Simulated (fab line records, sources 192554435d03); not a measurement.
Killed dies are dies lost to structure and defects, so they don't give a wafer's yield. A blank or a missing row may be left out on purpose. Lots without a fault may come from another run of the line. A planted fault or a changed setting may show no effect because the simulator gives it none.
fab line records | flow n5_finfet
record lots=24 wafers=72 last_day=17
route steps=1938 shown BEOL_M4@1098 BEOL_M5@1138
lots that met no fault: from a run of the same line without faults
start_h: hours from the record's first day to the start of the lot's first wafer shown | wait_h: hours since the lot's step before | " the same as in the row above | L1.1+2: a row that stands for several wafers | - no value, or no start given | * or withheld: withheld | < > ~ a bound
route shown NAME@n: a module of which the file shows steps, and the number in the route of the first | usual: mean/standard deviation of fault-free wafers | same: alike in all rows | chamber/n: place in a boat | sites: the reading at each site | _std_site: their standard deviation | _edge_site: outer sites' mean less inner sites' | radius_mm: how far each site lies from the wafer's centre | mask NAME#n: copy n | behind: the tool/chamber that last shaped the wafer | hold: why the lot was held/for how many hours/how that ended | device: the transistor (n, p or np) that didn't switch | end of line: the same wafers' tests at the end of the route | a step without rows: its recipe alone | killed: dies lost to structure and defects at the first sort, not the wafer's yield | map: a wafer's dies, x killed, . not, _ none there
set.NAME: the setting as run; set.NAME@STEP: as run at that earlier step | model.NAME: the simulator's own value behind a step, which no gauge read
steps of the route over a sample of lots; a table a step, a row a wafer
services: from which hour (start_h, from the record's first day; less than 0 if before it) a tool's chamber was out of use, for how many hours, and why
## steps
# step N5_BEOL_M4_SPUTTER_94
# recipe material=Cu target_thk_a=45 temp_c=-20 chamber_pressure_pa=0.07 power_w=withheld time_s=8.29
# usual chamber_pressure_pa=0.07/0.00015 throttle_valve_pct=29.9/0.9
# columns lot.wafer tool chamber start_h wait_h chamber_pressure_pa throttle_valve_pct
L074.1 pvd_sputter-01 - 161.16 0.1 0.0697 29.7
L074.2 " - " " 0.07011 30.7
L074.3 " - " " 0.07024 31.0
L075.2 pvd_sputter-03 - 170.36 0.1 0.07003 30.7
L075.3 " - " " 0.07005 30.2
L075.6 " - " " 0.06975 30.8
L076.2 pvd_sputter-02 - 178.22 0.1 0.06995 31.2
L076.5 " - " " 0.07006 31.4
L076.6 " - " " 0.06993 28.7
L077.1 pvd_sputter-01 - 178.61 0.1 0.07009 30.5
L077.2 " - " " 0.06999 30.8
L077.5 " - " " 0.07001 29.8
L078.2 pvd_sputter-03 - 184.03 0.1 0.07015 29.8
L078.4 " - " " 0.06978 30.0
L078.6 " - " " 0.07032 29.9
L079.1 pvd_sputter-01 - 190.76 0.1 0.07003 30.9
L079.2 " - " " 0.06998 30.6
L079.4 " - " " 0.06978 28.1
L080.2 pvd_sputter-03 - 194.08 0.1 0.06987 30.8
L080.3 " - " " 0.06996 29.0
L080.6 " - " " 0.07007 30.0
L082.2 pvd_sputter-03 - 207.51 0.1 0.07025 30.2
L082.3 " - " " 0.07033 29.2
L082.6 " - " " 0.07002 30.1
L081.1 pvd_sputter-02 - 211.21 0.1 0.07006 28.9
L081.3 " - " " 0.0701 31.1
L081.6 " - " " 0.06998 28.5
L083.3 pvd_sputter-01 - 217.12 0.1 0.07004 31.0
L083.4 " - " " 0.06991 30.7
L083.5 " - " " 0.06993 29.5
L084.1 pvd_sputter-03 - 222.19 0.1 0.06979 30.3
L084.2 " - " " 0.06991 30.8
L084.4 " - " " 0.0703 30.0
L086.2 pvd_sputter-01 - 225.69 0.1 0.07033 30.8
L086.3 " - " " 0.06969 29.8
L086.4 " - " " 0.06988 30.7
L087.4 pvd_sputter-01 - 240.90 0.1 0.06985 30.8
L087.5 " - " " 0.07 29.6
L087.6 " - " " 0.06989 27.9
L085.1 pvd_sputter-03 - 241.05 0.1 0.0701 29.4
L085.4 " - " " 0.06993 30.7
L085.5 " - " " 0.06985 30.7
L088.2 pvd_sputter-02 - 241.33 0.1 0.07013 30.1
L088.4 " - " " 0.07023 28.3
L088.6 " - " " 0.06986 28.6
L089.2 pvd_sputter-03 - 246.25 0.1 0.07002 29.3
L089.3 " - " " 0.06983 30.2
L089.6 " - " " 0.07004 30.7
L090.4 pvd_sputter-02 - 266.13 0.1 0.07007 31.1
L090.5 " - " " 0.06993 28.7
L090.6 " - " " 0.07005 29.9
L091.1 pvd_sputter-03 - 271.03 0.1 0.07011 30.1
L091.4 " - " " 0.06995 30.9
L091.5 " - " " 0.0698 30.0
L092.1 pvd_sputter-02 - 273.69 0.1 0.06995 31.2
L092.2 " - " " 0.07 30.2
L092.4 " - " " 0.0702 28.9
L093.1 pvd_sputter-03 - 278.22 0.1 0.07006 30.4
L093.3 " - " " 0.06993 30.8
L093.4 " - " " 0.06986 29.2
L094.4 pvd_sputter-01 - 281.57 0.1 0.07003 29.7
L094.5 " - " " 0.06961 29.8
L094.6 " - " " 0.06996 30.9
L095.2 pvd_sputter-03 - 289.47 0.1 0.07006 30.6
L095.3 " - " " 0.07 29.3
L095.5 " - " " 0.07004 30.6
L096.1 pvd_sputter-03 - 298.47 0.1 0.07022 30.0
L096.2 " - " " 0.07011 30.7
L096.3 " - " " 0.06994 30.3
L097.3 pvd_sputter-01 - 298.63 0.1 0.0702 30.7
L097.4 " - " " 0.06982 31.1
L097.6 " - " " 0.06992 27.9
# step N5_BEOL_M4_THK_MEAS_53
# recipe thk_meas_gauge=xrf reads=Cu_of_BEOL_M4_ECD_50
# usual M4_THK=40.1/1.5
# columns lot.wafer tool chamber start_h wait_h M4_THK[nm]
L074.1 film_metro-01 - 162.18 - 41.4
L074.2 " - " " 41.7
L074.3 " - " " 37.9
L075.2 film_metro-02 - 171.37 - 41.2
L075.3 " - " " 40.7
L075.6 " - " " 40.6
L076.2 film_metro-01 - 179.25 - 37.0
L076.5 " - " " 38.8
L076.6 " - " " 42.6
L077.1 film_metro-01 - 180.60 - 43.2
L077.2 " - " " 39.9
L077.5 " - " " 42.4
L078.2 film_metro-02 - 185.04 - 39.5
L078.4 " - " " 39.2
L078.6 " - " " 39.5
L079.1 film_metro-02 - 191.76 - 43.0
L079.2 " - " " 42.3
L079.4 " - " " 39.9
L080.2 film_metro-01 - 195.73 - 40.3
L080.3 " - " " 42.5
L080.6 " - " " 40.9
L082.2 film_metro-02 - 208.52 - 40.4
L082.3 " - " " 37.1
L082.6 " - " " 38.8
L081.1 film_metro-01 - 212.21 - 42.4
L081.3 " - " " 40.6
L081.6 " - " " 42.2
L083.3 film_metro-01 - 218.15 - 40.3
L083.4 " - " " 38.9
L083.5 " - " " 38.4
L084.1 film_metro-01 - 223.21 - 41.6
L084.2 " - " " 41.2
L084.4 " - " " 38.4
L086.2 film_metro-02 - 226.70 - 42.5
L086.3 " - " " 41.0
L086.4 " - " " 40.0
L087.4 film_metro-02 - 241.91 - 41.2
L087.5 " - " " 40.0
L087.6 " - " " 38.3
L085.1 film_metro-02 - 242.18 - 39.7
L085.4 " - " " 40.8
L085.5 " - " " 41.8
L088.2 film_metro-02 - 242.34 - 37.9
L088.4 " - " " 39.4
L088.6 " - " " 38.5
L089.2 film_metro-02 - 247.26 - 41.6
L089.3 " - " " 41.5
L089.6 " - " " 41.9
L090.4 film_metro-02 - 267.14 - 40.2
L090.5 " - " " 40.8
L090.6 " - " " 39.4
L091.1 film_metro-02 - 272.05 - 40.3
L091.4 " - " " 38.0
L091.5 " - " " 37.6
L092.1 film_metro-02 - 274.69 - 39.3
L092.2 " - " " 38.9
L092.4 " - " " 39.9
L093.1 film_metro-01 - 279.34 - 36.2
L093.3 " - " " 40.0
L093.4 " - " " 40.8
L094.4 film_metro-02 - 282.58 - 37.7
L094.5 " - " " 40.4
L094.6 " - " " 38.2
L095.2 film_metro-02 - 290.48 - 40.1
L095.3 " - " " 37.8
L095.5 " - " " 39.8
L096.1 film_metro-02 - 299.48 - 40.5
L096.2 " - " " 38.8
L096.3 " - " " 37.0
L097.3 film_metro-01 - 299.65 - 39.2
L097.4 " - " " 38.1
L097.6 " - " " 40.3
# step N5_BEOL_M5_CD_MEAS_18
# recipe pitch_nm=56 target_cd_nm=28
# usual cd_nm=27.9/0.38
# columns lot.wafer tool chamber start_h wait_h cd_nm
L074.1 cd_sem-03 - 167.78 0.0 28.2
L074.2 " - " " 27.6
L074.3 " - " " 27.7
L075.2 cd_sem-03 - 175.49 0.1 27.3
L075.3 " - " " 27.8
L075.6 " - " " 27.8
L076.2 cd_sem-01 - 184.76 0.1 28.3
L076.5 " - " " 28.0
L076.6 " - " " 28.2
L077.1 cd_sem-03 - 184.95 0.1 28.0
L077.2 " - " " 28.2
L077.5 " - " " 28.1
L078.2 cd_sem-03 - 189.47 0.1 27.8
L078.4 " - " " 28.3
L078.6 " - " " 28.2
L079.1 cd_sem-01 - 195.71 0.0 28.0
L079.2 " - " " 28.0
L079.4 " - " " 27.6
L080.2 cd_sem-01 - 199.77 0.1 28.3
L080.3 " - " " 28.2
L080.6 " - " " 28.0
L082.2 cd_sem-02 - 213.11 0.1 27.2
L082.3 " - " " 27.5
L082.6 " - " " 27.1
L081.1 cd_sem-03 - 215.17 0.0 28.1
L081.3 " - " " 28.4
L081.6 " - " " 28.3
L083.3 cd_sem-01 - 221.60 0.1 28.0
L083.4 " - " " 28.3
L083.5 " - " " 28.3
L084.1 cd_sem-01 - 227.18 0.0 27.5
L084.2 " - " " 27.6
L084.4 " - " " 27.6
L086.2 cd_sem-02 - 230.49 0.1 27.8
L086.3 " - " " 28.1
L086.4 " - " " 27.0
L087.4 cd_sem-02 - 245.11 0.1 28.0
L087.5 " - " " 28.1
L087.6 " - " " 28.0
L085.1 cd_sem-03 - 245.68 0.0 28.4
L085.4 " - " " 28.3
L085.5 " - " " 28.5
L088.2 cd_sem-02 - 252.07 0.1 28.0
L088.4 " - " " 27.6
L088.6 " - " " 28.5
L089.2 cd_sem-03 - 252.62 0.1 27.9
L089.3 " - " " 28.7
L089.6 " - " " 28.6
L090.4 cd_sem-02 - 270.26 0.1 28.2
L090.5 " - " " 28.0
L090.6 " - " " 28.2
L091.1 cd_sem-02 - 275.81 0.0 28.2
L091.4 " - " " 27.4
L091.5 " - " " 27.2
L092.1 cd_sem-01 - 281.36 0.0 27.9
L092.2 " - " " 27.8
L092.4 " - " " 27.7
L093.1 cd_sem-03 - 283.41 0.0 28.2
L093.3 " - " " 28.3
L093.4 " - " " 28.0
L094.4 cd_sem-03 - 286.38 0.1 27.9
L094.5 " - " " 28.5
L094.6 " - " " 27.8
L095.2 cd_sem-02 - 295.36 0.1 28.3
L095.3 " - " " 27.6
L095.5 " - " " 27.9
L096.1 cd_sem-02 - 304.40 0.0 27.9
L096.2 " - " " 27.8
L096.3 " - " " 27.1
L097.3 cd_sem-01 - 304.61 0.1 27.3
L097.4 " - " " 27.2
L097.6 " - " " 27.3
# step N5_BEOL_M5_CD_MEAS_28
# recipe target_cd_nm=30.6 landing_energy_ev=500 detector=se_inlens target_cd_y_nm=20 polarity=opening
# usual cd_nm=30.50/0.23
# columns lot.wafer tool chamber start_h wait_h cd_nm
L074.1 cd_sem-01 0 168.93 - 30.51
L074.2 " 0 " " 30.35
L074.3 " 0 " " 30.01
L075.2 cd_sem-02 0 177.93 - 30.38
L075.3 " 0 " " 29.90
L075.6 " 0 " " 30.32
L076.2 cd_sem-01 0 185.08 - 30.66
L076.5 " 0 " " 31.22
L076.6 " 0 " " 30.80
L077.1 cd_sem-01 0 185.27 - 30.43
L077.2 " 0 " " 30.25
L077.5 " 0 " " 30.42
L078.2 cd_sem-01 0 191.18 - 30.42
L078.4 " 0 " " 30.60
L078.6 " 0 " " 30.48
L079.1 cd_sem-02 0 197.66 - 30.90
L079.2 " 0 " " 30.66
L079.4 " 0 " " 30.83
L080.2 cd_sem-03 0 200.12 - 30.50
L080.3 " 0 " " 30.57
L080.6 " 0 " " 30.94
L082.2 cd_sem-03 0 213.54 - 30.24
L082.3 " 0 " " 30.44
L082.6 " 0 " " 30.18
L081.1 cd_sem-02 0 217.43 - 30.50
L081.3 " 0 " " 30.31
L081.6 " 0 " " 30.36
L083.3 cd_sem-03 0 222.33 - 30.55
L083.4 " 0 " " 30.24
L083.5 " 0 " " 30.62
L084.1 cd_sem-01 0 228.51 - 30.38
L084.2 " 0 " " 30.49
L084.4 " 0 " " 30.77
L086.2 cd_sem-03 0 232.16 - 30.50
L086.3 " 0 " " 30.10
L086.4 " 0 " " 30.26
L085.1 cd_sem-01 0 249.91 - 30.35
L085.4 " 0 " " 30.27
L085.5 " 0 " " 30.45
L087.4 cd_sem-01 0 250.02 - 30.74
L087.5 " 0 " " 30.36
L087.6 " 0 " " 30.72
L088.2 cd_sem-02 0 252.80 - 30.46
L088.4 " 0 " " 30.57
L088.6 " 0 " " 30.54
L089.2 cd_sem-01 0 253.15 - 30.47
L089.3 " 0 " " 30.66
L089.6 " 0 " " 30.44
L090.4 cd_sem-03 0 270.75 - 30.46
L090.5 " 0 " " 30.46
L090.6 " 0 " " 30.39
L091.1 cd_sem-03 0 276.48 - 30.63
L091.4 " 0 " " 30.45
L091.5 " 0 " " 30.98
L092.1 cd_sem-03 0 281.67 - 30.52
L092.2 " 0 " " 30.49
L092.4 " 0 " " 30.51
L093.1 cd_sem-02 0 283.75 - 30.69
L093.3 " 0 " " 30.74
L093.4 " 0 " " 30.57
L094.4 cd_sem-03 0 289.60 - 30.78
L094.5 " 0 " " 30.39
L094.6 " 0 " " 30.50
L095.2 cd_sem-03 0 296.06 - 30.24
L095.3 " 0 " " 30.61
L095.5 " 0 " " 30.78
L096.1 cd_sem-02 0 304.71 - 30.56
L096.2 " 0 " " 30.12
L096.3 " 0 " " 30.56
L097.3 cd_sem-03 0 305.05 - 30.62
L097.4 " 0 " " 31.21
L097.6 " 0 " " 30.63
# step N5_BEOL_M5_DESCUM_33
# recipe chemistry=O2 time_s=7 source_power_w=50 bias_power_w=20 pressure_mtorr=20 rf_frequency_hz=2.712e+07 temp_c=40 resist=CAR-EUV o2_flow_sccm=225
# usual drypump_motor_current_A=5.76/0.28 oes_product_au=0.76/0.076 rf_vpp_V=243.3/1.5 showerhead_plenum_p_Torr=2.10/0.076 throttle_valve_pct=20.50/0.22
# columns lot.wafer tool chamber start_h wait_h drypump_motor_current_A oes_product_au rf_hours_counter_h rf_vpp_V showerhead_plenum_p_Torr throttle_valve_pct
L074.1 rie_diel-05 0 169.06 0.0 5.82 0.76 141 241.3 2.01 20.66
L074.2 " 1 " " 5.76 0.73 157 242.8 2.07 19.98
L074.3 " 3 " " 6.11 0.93 9 244.9 2.23 20.49
L075.2 rie_diel-05 0 178.05 0.0 5.83 0.76 144 242.2 2.01 20.70
L075.3 " 2 " " 5.59 0.86 55 243.6 2.11 20.21
L075.6 " 1 " " 5.74 0.73 - 243.3 2.07 20.01
L076.2 rie_diel-06 1 185.20 0.0 5.92 0.73 173 245.3 2.19 20.62
L076.5 " 1 " " 5.94 0.73 - 244.1 2.19 20.62
L076.6 " 0 " " 5.83 0.73 - 244.3 2.09 20.69
L077.1 rie_diel-03 1 185.39 0.0 6.21 0.70 193 240.0 2.00 20.65
L077.2 " 2 " " 5.53 0.91 8 243.7 2.25 20.37
L077.5 " 0 " " 5.37 0.71 - 241.9 2.06 20.48
L078.2 rie_diel-05 2 191.31 0.0 5.56 0.85 59 242.8 2.11 20.22
L078.4 " 1 " " 5.73 0.73 164 244.0 2.07 20.01
L078.6 " 1 " " 5.74 0.73 - 243.0 2.07 20.01
L079.1 rie_diel-05 3 197.78 0.0 6.09 0.91 18 245.5 2.22 20.50
L079.2 " 2 " " 5.57 0.85 60 243.4 2.11 20.23
L079.4 " 0 " " 5.85 0.76 150 243.2 2.01 20.69
L080.2 rie_diel-03 2 200.42 0.2 5.53 0.91 13 245.1 2.25 20.37
L080.3 " 0 " " 5.40 0.70 205 241.0 2.05 20.50
L080.6 " 3 " " 5.26 0.73 - 242.3 2.07 20.45
L082.2 rie_diel-05 0 213.67 0.0 5.83 0.75 156 241.7 2.01 20.72
L082.3 " 3 " " 6.09 0.90 23 244.8 2.22 20.50
L082.6 " 3 " " 6.10 0.90 - 245.3 2.22 20.49
L081.1 rie_diel-06 1 217.55 0.0 5.92 0.72 182 245.3 2.19 20.63
L081.3 " 2 " " 5.53 0.69 220 242.0 2.08 20.49
L081.6 " 0 " " 5.82 0.72 - 241.2 2.09 20.70
L083.3 rie_diel-03 3 222.95 0.5 5.23 0.73 192 244.3 2.07 20.46
L083.4 " 3 " " 5.22 0.73 - 243.3 2.07 20.46
L083.5 " 1 " " 6.20 0.69 - 240.7 2.00 20.65
L084.1 rie_diel-03 0 228.67 0.1 5.40 0.70 214 243.9 2.05 20.52
L084.2 " 1 " " 6.22 0.69 207 241.8 2.00 20.67
L084.4 " 1 " " 6.21 0.69 - 241.3 2.00 20.66
L086.2 rie_diel-05 0 232.28 0.0 5.85 0.76 164 241.1 2.01 20.71
L086.3 " 3 " " 6.15 0.89 31 245.6 2.22 20.51
L086.4 " 1 " " 5.71 0.73 - 242.3 2.07 20.03
L085.1 rie_diel-06 1 250.18 0.2 5.87 0.71 192 244.1 2.18 20.63
L085.4 " 0 " " 5.82 0.72 173 242.3 2.08 20.72
L085.5 " 2 " " 5.51 0.69 - 241.5 2.07 20.48
L087.4 rie_diel-03 0 250.43 0.3 5.39 0.69 - 242.8 2.05 20.51
L087.5 " 3 " " 5.25 0.73 - 243.0 2.06 20.48
L087.6 " 1 " " 6.23 0.69 - 241.8 1.99 20.66
L088.2 rie_diel-06 3 253.23 0.3 5.80 0.87 59 245.6 2.13 20.72
L088.4 " 1 " " 5.91 0.71 193 243.4 2.18 20.65
L088.6 " 2 " " 5.53 0.70 - 242.3 2.07 20.49
L089.2 rie_diel-05 2 253.33 0.1 5.55 0.85 70 244.6 2.11 20.25
L089.3 " 3 " " 6.17 0.87 38 245.8 2.21 20.53
L089.6 " 3 " " 6.10 0.88 - 245.4 2.21 20.52
L090.4 rie_diel-05 0 270.89 0.0 5.84 0.74 - 243.0 2.00 20.73
L090.5 " 3 " " 6.13 0.88 - 245.5 2.21 20.54
L090.6 " 1 " " 5.74 0.71 - 244.4 2.06 20.02
L091.1 rie_diel-06 3 276.61 0.0 5.79 0.86 66 243.3 2.13 20.74
L091.4 " 1 " " 5.91 0.70 - 245.9 2.18 20.67
L091.5 " 3 " " 5.79 0.86 - 243.1 2.13 20.73
L092.1 rie_diel-05 1 281.88 0.1 5.74 0.71 195 242.3 2.06 20.05
L092.2 " 3 " " 6.09 0.85 46 245.3 2.21 20.53
L092.4 " 1 " " 5.74 0.70 - 242.0 2.06 20.04
L093.1 rie_diel-03 0 284.10 0.3 5.37 0.68 234 244.3 2.04 20.53
L093.3 " 3 " " 5.23 0.71 215 241.7 2.06 20.50
L093.4 " 2 " " 5.52 0.86 28 243.5 2.24 20.40
L094.4 rie_diel-06 3 289.78 0.1 5.80 0.86 70 243.2 2.13 20.72
L094.5 " 1 " " 5.89 0.71 - 245.0 2.18 20.66
L094.6 " 2 " " 5.51 0.68 - 242.6 2.07 20.49
L095.2 rie_diel-03 3 296.46 0.3 5.26 0.71 219 244.7 2.06 20.48
L095.3 " 0 " " 5.37 0.67 237 244.4 2.04 20.56
L095.5 " 0 " " 5.37 0.69 - 243.4 2.04 20.55
L096.1 rie_diel-05 0 304.88 0.1 5.85 0.73 187 241.3 2.00 20.77
L096.2 " 3 " " 6.04 0.85 54 242.8 2.21 20.56
L096.3 " 2 " " 5.59 0.83 81 244.2 2.11 20.25
L097.3 rie_diel-06 2 305.17 0.0 5.54 0.68 247 241.8 2.07 20.52
L097.4 " 0 " " 5.82 0.70 187 243.3 2.08 20.77
L097.6 " 1 " " 5.91 0.70 - 244.3 2.18 20.68
# step N5_BEOL_M5_STRIP_36
# recipe chemistry=N2/H2 power_w=450 temp_c=40 pressure_mtorr=20 rf_frequency_hz=6e+07 overash_fraction=0.3 bias_power_w=7 h2_frac=0.5 n2_flow_sccm=200 h2_flow_sccm=200
# usual drypump_motor_current_A=5.77/0.28 oes_product_au=0.76/0.076 rf_vpp_V=59.4/1.7 showerhead_plenum_p_Torr=2.54/0.092 throttle_valve_pct=23.76/0.25
# columns lot.wafer tool chamber start_h wait_h drypump_motor_current_A oes_product_au rf_hours_counter_h rf_vpp_V showerhead_plenum_p_Torr throttle_valve_pct
L074.1 rie_diel-05 0 169.28 0.0 5.85 0.77 141 59.8 2.43 23.57
L074.2 " 1 " " 5.75 0.72 157 57.8 2.52 23.28
L074.3 " 3 " " 6.13 0.93 9 55.7 2.71 23.89
L075.2 rie_diel-05 0 178.28 0.0 5.87 0.77 144 58.0 2.43 23.57
L075.3 " 2 " " 5.55 0.86 55 59.5 2.58 23.47
L075.6 " 1 " " 5.73 0.74 - 59.5 2.52 23.29
L076.2 rie_diel-06 1 185.43 0.0 5.89 0.74 173 60.5 2.64 23.73
L076.5 " 1 " " 5.93 0.71 - 60.0 2.64 23.72
L076.6 " 0 " " 5.85 0.73 - 57.0 2.52 23.90
L077.1 rie_diel-03 1 185.62 0.0 6.24 0.70 193 57.7 2.42 23.88
L077.2 " 2 " " 5.51 0.91 8 59.4 2.71 23.40
L077.5 " 0 " " 5.40 0.70 - 61.0 2.52 24.11
L078.2 rie_diel-05 2 191.53 0.0 5.58 0.85 59 57.9 2.57 23.46
L078.4 " 1 " " 5.77 0.73 165 57.0 2.52 23.28
L078.6 " 1 " " 5.75 0.73 - 58.7 2.52 23.27
L079.1 rie_diel-05 3 198.01 0.0 6.10 0.91 18 60.0 2.70 23.89
L079.2 " 2 " " 5.56 0.85 60 59.5 2.57 23.45
L079.4 " 0 " " 5.86 0.76 151 60.7 2.43 23.58
L080.2 rie_diel-03 2 200.65 0.0 5.55 0.91 13 60.1 2.71 23.40
L080.3 " 0 " " 5.42 0.72 205 58.7 2.52 24.09
L080.6 " 3 " " 5.25 0.74 - 57.1 2.53 24.01
L082.2 rie_diel-05 0 213.90 0.0 5.85 0.76 156 58.4 2.43 23.59
L082.3 " 3 " " 6.08 0.90 23 60.7 2.70 23.89
L082.6 " 3 " " 6.11 0.90 - 60.7 2.70 23.92
L081.1 rie_diel-06 1 217.78 0.0 5.91 0.73 182 60.4 2.64 23.74
L081.3 " 2 " " 5.54 0.69 220 58.3 2.52 23.82
L081.6 " 0 " " 5.83 0.72 - 57.0 2.51 23.93
L083.3 rie_diel-03 3 223.17 0.0 5.24 0.74 192 59.4 2.52 24.03
L083.4 " 3 " " 5.21 0.74 - 59.2 2.53 24.06
L083.5 " 1 " " 6.23 0.71 - 59.2 2.42 23.92
L084.1 rie_diel-03 0 228.90 0.0 5.41 0.69 214 56.9 2.52 24.14
L084.2 " 1 " " 6.25 0.70 207 57.7 2.41 23.88
L084.4 " 1 " " 6.26 0.71 - 61.7 2.42 23.89
L086.2 rie_diel-05 0 232.51 0.0 5.85 0.76 164 58.1 2.42 23.60
L086.3 " 3 " " 6.13 0.88 31 58.5 2.70 23.92
L086.4 " 1 " " 5.74 0.73 - 57.8 2.51 23.30
L085.1 rie_diel-06 1 250.40 0.0 5.93 0.71 192 61.6 2.64 23.74
L085.4 " 0 " " 5.84 0.73 173 61.7 2.51 23.91
L085.5 " 2 " " 5.54 0.69 - 59.8 2.52 23.86
L087.4 rie_diel-03 0 250.66 0.0 5.38 0.69 - 60.8 2.51 24.15
L087.5 " 3 " " 5.26 0.72 - 60.3 2.52 24.04
L087.6 " 1 " " 6.25 0.70 - 59.9 2.41 23.90
L088.2 rie_diel-06 3 253.46 0.0 5.79 0.87 60 59.0 2.58 23.95
L088.4 " 1 " " 5.88 0.71 193 59.1 2.64 23.78
L088.6 " 2 " " 5.53 0.70 - 62.3 2.52 23.83
L089.2 rie_diel-05 2 253.55 0.0 5.60 0.83 70 61.4 2.57 23.48
L089.3 " 3 " " 6.18 0.86 38 59.4 2.69 23.93
L089.6 " 3 " " 6.11 0.88 - 56.3 2.69 23.96
L090.4 rie_diel-05 0 271.12 0.0 5.82 0.73 - 60.8 2.42 23.61
L090.5 " 3 " " 6.16 0.87 - 59.6 2.69 23.93
L090.6 " 1 " " 5.74 0.71 - 59.1 2.51 23.32
L091.1 rie_diel-06 3 276.83 0.0 5.81 0.87 66 60.3 2.58 23.98
L091.4 " 1 " " 5.94 0.71 - 63.3 2.63 23.79
L091.5 " 3 " " 5.83 0.87 - 59.7 2.58 23.96
L092.1 rie_diel-05 1 282.10 0.0 5.73 0.71 195 60.3 2.51 23.32
L092.2 " 3 " " 6.16 0.86 46 60.8 2.69 23.92
L092.4 " 1 " " 5.76 0.71 - 60.4 2.51 23.34
L093.1 rie_diel-03 0 284.32 0.0 5.38 0.69 234 59.8 2.51 24.16
L093.3 " 3 " " 5.26 0.74 215 61.4 2.51 24.07
L093.4 " 2 " " 5.56 0.88 28 65.6 2.70 23.44
L094.4 rie_diel-06 3 290.01 0.0 5.78 0.85 70 60.1 2.58 23.97
L094.5 " 1 " " 5.85 0.71 - 58.2 2.63 23.79
L094.6 " 2 " " 5.51 0.68 - 56.4 2.51 23.86
L095.2 rie_diel-03 3 296.69 0.0 5.20 0.72 219 62.4 2.51 24.06
L095.3 " 0 " " 5.37 0.69 238 56.1 2.51 24.15
L095.5 " 0 " " 5.41 0.69 - 59.9 2.51 24.14
L096.1 rie_diel-05 0 305.11 0.0 5.86 0.73 187 58.2 2.41 23.61
L096.2 " 3 " " 6.15 0.85 54 59.1 2.69 23.95
L096.3 " 2 " " 5.58 0.82 81 60.1 2.57 23.50
L097.3 rie_diel-06 2 305.40 0.0 5.53 0.68 247 57.6 2.51 23.86
L097.4 " 0 " " 5.80 0.69 187 59.7 2.50 23.96
L097.6 " 1 " " 5.91 0.69 - 62.0 2.63 23.77
## services
# columns tool chamber start_h hours kind
rie_diel-05 2 147.57 7.4 repair
pvd_sputter-01 - 161.78 0.8 repair
rie_diel-03 2 214.25 38.8 repair
rie_diel-06 0 270.40 9.1 repair
rie_diel-05 2 270.47 12.0 repair
## key
fault none
